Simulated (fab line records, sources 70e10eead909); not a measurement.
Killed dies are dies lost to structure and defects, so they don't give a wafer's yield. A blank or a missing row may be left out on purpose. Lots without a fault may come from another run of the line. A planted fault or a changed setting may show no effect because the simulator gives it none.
Which tool did it? | flow nand_harc | 14 lots, 42 wafers sampled, at 5 steps of a route of 1302

WHAT THE GAUGES READ, wafer by wafer
NHARC_A_ONON_D2_THK_MEAS_14: measures by ellipsometry. Usual: thk_nm 999 nm, standard deviation 9.5.
lot  | measured     | on            | thk_nm (nm)    | flag
L630 | day 12 21:54 | film_metro-01 | 988 989 986    |
L631 | day 13 16:22 | film_metro-02 | 1009 1009 1009 |
L632 | day 13 16:20 | film_metro-01 | 1004 1003 1002 |
L634 | day 14 12:59 | film_metro-01 | 1000 999 998   |
L638 | day 17 04:39 | film_metro-02 | 714 712 1009   | OFF
L641 | day 17 13:02 | film_metro-02 | 999 998 995    |
L643 | day 18 07:53 | film_metro-01 | 694 991 693    | OFF
L644 | day 18 23:40 | film_metro-01 | 997 995 997    |
L647 | day 20 16:32 | film_metro-01 | 1017 1016 1017 |
L648 | day 20 16:22 | film_metro-02 | 982 984 981    |
L649 | day 20 16:42 | film_metro-02 | 997 997 998    |
L650 | day 21 21:40 | film_metro-02 | 998 999 1000   |
L651 | day 21 21:52 | film_metro-01 | 995 997 997    |
L652 | day 22 08:28 | film_metro-02 | 994 997 995    |

NHARC_A_ONON_D2_THK_MEAS_24: measures by ellipsometry. Usual: thk_nm 1002 nm, standard deviation 8.2.
lot  | measured     | on            | thk_nm (nm)    | flag
L630 | day 13 04:09 | film_metro-01 | 992 992 992    |
L631 | day 14 01:11 | film_metro-01 | 1017 1017 1017 |
L632 | day 14 01:10 | film_metro-02 | 994 994 993    |
L634 | day 14 21:10 | film_metro-01 | 1000 1001 1002 |
L638 | day 17 13:11 | film_metro-01 | 1011 1008 1008 |
L641 | day 17 23:12 | film_metro-01 | 995 994 994    |
L643 | day 18 16:28 | film_metro-01 | 1002 1004 1002 |
L644 | day 19 08:10 | film_metro-01 | 1006 1004 1004 |
L647 | day 21 01:32 | film_metro-02 | 1008 1006 1007 |
L648 | day 21 01:31 | film_metro-02 | 993 993 995    |
L649 | day 21 01:32 | film_metro-01 | 1006 1007 1007 |
L650 | day 22 06:08 | film_metro-01 | 1012 1012 1012 |
L651 | day 22 06:09 | film_metro-02 | 1000 1001 998  |
L652 | day 22 19:11 | film_metro-01 | 1000 999 1001  |

WHICH TOOL RAN EACH LOT (tool, then ch and the chambers of the sampled wafers, then the start)
lot  | NHARC_A_CHANNEL_FILL_D1_STRIP_28   | NHARC_A_DECK1_JOINT_ETCHBACK_00  | NHARC_A_ONON_D2_DEP_12
L630 | rie_diel-10 ch 1,3, day 9 21:21    | rie_si-05 ch 0,2,3, day 11 11:40 | pecvd_onon-01 ch 0, day 12 21:27
L631 | rie_diel-11 ch 1,2,3, day 10 21:01 | rie_si-05 ch 1,2, day 12 11:47   | pecvd_onon-01 ch 0, day 13 15:51
L632 | rie_diel-13 ch 1,2,3, day 11 03:08 | rie_si-03 ch 0,2,3, day 12 15:47 | pecvd_onon-02 ch 0, day 13 15:50
L634 | rie_diel-13 ch 1,3, day 11 18:00   | rie_si-05 ch 1,2, day 13 04:03   | pecvd_onon-04 ch 0, day 14 12:29
L638 | rie_diel-13 ch 1,2,3, day 14 09:56 | rie_si-03 ch 0,1, day 16 01:34   | pecvd_onon-04 ch 0, day 17 04:08
L641 | rie_diel-11 ch 0,2,3, day 15 03:30 | rie_si-06 ch 0,1,2, day 16 13:46 | pecvd_onon-01 ch 0, day 17 12:32
L643 | rie_diel-11 ch 0,1, day 15 22:03   | rie_si-05 ch 1,2,3, day 17 08:38 | pecvd_onon-04 ch 0, day 18 07:26
L644 | rie_diel-11 ch 0,2,3, day 16 06:34 | rie_si-06 ch 0,2, day 17 21:54   | pecvd_onon-02 ch 0, day 18 23:09
L647 | rie_diel-13 ch 0,2,3, day 17 18:04 | rie_si-03 ch 0,1,2, day 19 12:11 | pecvd_onon-02 ch 0, day 20 16:09
L648 | rie_diel-13 ch 0,1,3, day 17 22:34 | rie_si-06 ch 0,1,3, day 19 12:11 | pecvd_onon-01 ch 0, day 20 15:52
L649 | rie_diel-10 ch 0,1,3, day 18 05:49 | rie_si-03 ch 0,1,3, day 19 16:09 | pecvd_onon-04 ch 0, day 20 16:18
L650 | rie_diel-10 ch 0,1,2, day 19 01:28 | rie_si-05 ch 0,2,3, day 20 11:46 | pecvd_onon-01 ch 0, day 21 21:08
L651 | rie_diel-13 ch 2,3, day 19 08:54   | rie_si-03 ch 0,1,2, day 20 19:17 | pecvd_onon-02 ch 0, day 21 21:25
L652 | rie_diel-10 ch 1,2,3, day 19 17:55 | rie_si-03 ch 0,1,2, day 21 04:17 | pecvd_onon-04 ch 0, day 22 08:08
- NHARC_A_CHANNEL_FILL_D1_STRIP_28: strips in O2, time 20 s.
- NHARC_A_DECK1_JOINT_ETCHBACK_00: etches the open film in HBr, target depth 30 nm, time 17.4 s.
- NHARC_A_ONON_D2_DEP_12: target thk 1000 nm.

WHAT THE TOOLS THEMSELVES READ (means of the sampled wafers that have a number; where no wafer has one, the mark that the record gives instead)
NHARC_A_CHANNEL_FILL_D1_STRIP_28. Usual: drypump_motor_current_A 5.8 A, standard deviation 0.41; oes_product_au 1.000 a.u., standard deviation 0.0068; rf_vpp_V 57.8 V, standard deviation 0.91; showerhead_plenum_p_Torr 3.51 Torr, standard deviation 0.13; throttle_valve_pct 17.037 %, standard deviation 0.0086.
lot  | tool        | drypump_motor_current_A (A) | oes_product_au (a.u.) | rf_vpp_V (V) | showerhead_plenum_p_Torr (Torr) | throttle_valve_pct (%) | flag
L630 | rie_diel-10 | 5.8                         | 1.001                 | 58.1         | 3.42                            | 17.036                 |
L631 | rie_diel-11 | 5.5                         | 0.997                 | 58.1         | 3.50                            | 17.040                 |
L632 | rie_diel-13 | 5.8                         | 1.000                 | 56.2         | 3.50                            | 17.040                 |
L634 | rie_diel-13 | 5.9                         | 0.999                 | 57.4         | 3.57                            | 17.033                 |
L638 | rie_diel-13 | 5.8                         | 1.003                 | 58.1         | 3.50                            | 17.037                 |
L641 | rie_diel-11 | 5.7                         | 0.997                 | 57.6         | 3.58                            | 17.033                 |
L643 | rie_diel-11 | 6.2                         | 0.997                 | 58.0         | 3.60                            | 17.033                 |
L644 | rie_diel-11 | 5.7                         | 0.994                 | 57.9         | 3.57                            | 17.038                 |
L647 | rie_diel-13 | 5.9                         | 0.999                 | 56.9         | 3.53                            | 17.037                 |
L648 | rie_diel-13 | 5.9                         | 1.000                 | 58.3         | 3.65                            | 17.041                 |
L649 | rie_diel-10 | 6.0                         | 0.999                 | 56.9         | 3.44                            | 17.041                 |
L650 | rie_diel-10 | 5.6                         | 1.000                 | 58.4         | 3.46                            | 17.029                 |
L651 | rie_diel-13 | 5.8                         | 0.990                 | 57.1         | 3.38                            | 17.033                 |
L652 | rie_diel-10 | 5.6                         | 0.998                 | 58.0         | 3.44                            | 17.040                 |

NHARC_A_DECK1_JOINT_ETCHBACK_00. Usual: drypump_motor_current_A 5.72 A, standard deviation 0.28; hbr_flow_sccm 150.0 sccm, standard deviation 0.4; oes_product_au 1.000 a.u., standard deviation 0.0075; throttle_valve_pct 23.267 %, standard deviation 0.0083.
lot  | tool      | drypump_motor_current_A (A) | hbr_flow_sccm (sccm) | oes_product_au (a.u.) | throttle_valve_pct (%) | flag
L630 | rie_si-05 | 5.69                        | 149.9                | 1.004                 | 23.268                 |
L631 | rie_si-05 | 5.77                        | 150.0                | 0.992                 | 23.273                 |
L632 | rie_si-03 | 5.98                        | 150.2                | 0.999                 | 23.259                 |
L634 | rie_si-05 | 5.65                        | 150.0                | 1.004                 | 23.268                 |
L638 | rie_si-03 | 5.54                        | 149.9                | 1.006                 | 23.271                 |
L641 | rie_si-06 | 5.65                        | 150.2                | 1.006                 | 23.269                 |
L643 | rie_si-05 | 5.71                        | 150.0                | 1.001                 | 23.262                 |
L644 | rie_si-06 | 5.52                        | 149.9                | 1.003                 | 23.266                 |
L647 | rie_si-03 | 5.68                        | 150.5                | 0.992                 | 23.271                 |
L648 | rie_si-06 | 5.60                        | 150.0                | 0.995                 | 23.271                 |
L649 | rie_si-03 | 5.69                        | 150.0                | 0.996                 | 23.268                 |
L650 | rie_si-05 | 5.69                        | 149.8                | 1.001                 | 23.266                 |
L651 | rie_si-03 | 5.67                        | 149.8                | 0.989                 | 23.272                 |
L652 | rie_si-03 | 5.69                        | 150.1                | 0.997                 | 23.271                 |

THE ANSWER, worked out from the rows above alone
Rule: a lot is off if the mean of its wafers that have a number lies more than 3 standard deviations from the usual mean. A lot without any number at a reading at which 4 lots or more have one is off too. The other lots that the step has rows for count as sound. The gauges are gone through in route order, then the tools' own readings, and for those a lot's mean is taken as printed above. The first step at which some lot is off is used, and at that step the reading that is off furthest; a lot without a number counts as furthest.
Off: L638, L643, at NHARC_A_ONON_D2_THK_MEAS_14 (thk_nm).
A tool fits if, at a process step before that reading, it ran every lot that is off, and no sound lot after the first of them. The gauges at NHARC_A_ONON_D2_THK_MEAS_14 are tried like those tools. None of those tried fits.

WHAT THE SIMULATOR HAD PUT IN
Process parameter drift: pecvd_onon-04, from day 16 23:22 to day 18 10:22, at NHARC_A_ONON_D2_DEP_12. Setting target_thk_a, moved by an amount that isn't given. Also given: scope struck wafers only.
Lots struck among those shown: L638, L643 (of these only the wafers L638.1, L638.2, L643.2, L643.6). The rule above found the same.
